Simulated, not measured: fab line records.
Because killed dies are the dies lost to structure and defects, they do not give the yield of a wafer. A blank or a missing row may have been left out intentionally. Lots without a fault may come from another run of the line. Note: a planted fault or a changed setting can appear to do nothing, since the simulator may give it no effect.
Matching of chambers -- flow n5 finfet -- rie diel-06 running N5_BEOL_M6_STRIP_36: 4 sister chambers
The step strips in N2/H2. 20 wafers are shown with their chamber, then 10 later ones without.

== WAFERS, EACH WITH ITS CHAMBER ==
wafer,chamber,showerhead plenum p Torr (Torr),drypump motor current A (A),throttle valve pct (%)
L075.1,3,2.40,6.4,23.36
L075.2,2,2.72,5.6,23.24
L075.3,0,2.60,5.0,23.80
L075.4,1,2.53,5.4,23.07
L075.5,3,2.40,6.4,23.37
L075.6,0,2.60,5.0,23.83
L077.2,0,2.60,5.0,23.84
L077.3,1,2.53,5.4,23.10
L077.5,3,2.40,6.5,23.39
L079.2,1,2.53,5.4,23.08
L079.4,2,2.71,5.6,23.26
L079.6,3,2.40,6.5,23.40
L078.1,3,2.40,6.4,23.39
L078.2,1,2.53,5.4,23.07
L078.5,2,2.71,5.6,23.27
L082.1,2,2.71,5.7,23.28
L082.2,3,2.40,6.5,23.41
L082.5,1,2.53,5.4,23.10
L086.1,0,2.60,5.0,23.58
L086.2,2,2.70,5.7,23.30

SIGNATURES, as means of the wafers listed above
reading,chamber 0,chamber 1,chamber 2,chamber 3,scatter within a chamber
showerhead plenum p Torr,2.6000,2.5300,2.7100,2.4000,0.00354
drypump motor current A,5.000,5.400,5.640,6.450,0.0411
throttle valve pct,23.7625,23.0840,23.2700,23.3867,0.0559
Rule: a wafer's distance from a chamber is the root of the sum, over the readings, of the square of ((its reading less the chamber's mean) divided by the reading's scatter). If the next closest chamber is less than 2 further off than the closest, the wafer can't be placed; otherwise it belongs to the closest. How the scatter is found: for the shown wafers, subtract from each reading the mean of its chamber, square and add these, divide the total by (wafers less chambers), then take the root.

== WAFERS WITHOUT THEIR CHAMBER ==
wafer,showerhead plenum p Torr (Torr),drypump motor current A (A),throttle valve pct (%)
L086.4,2.60,5.1,23.54
L088.2,2.52,5.4,23.12
L088.3,2.60,5.0,23.56
L088.5,2.70,5.6,23.30
L089.2,2.70,5.7,23.26
L089.5,2.70,5.7,23.29
L089.6,2.52,5.4,23.12
L093.2,2.52,5.4,23.15
L093.5,2.52,5.4,23.14
L093.6,2.70,5.7,23.32

== CHAMBER TAKEN BY EACH ==
wafer,from the rows above,in truth
L086.4,0,0
L088.2,1,1
L088.3,0,0
L088.5,2,2
L089.2,2,2
L089.5,2,2
L089.6,1,1
L093.2,1,1
L093.5,1,1
L093.6,2,2
Correctly placed: 10 of 10. Number that these rows cannot place: 0. Placed wrongly: 0.
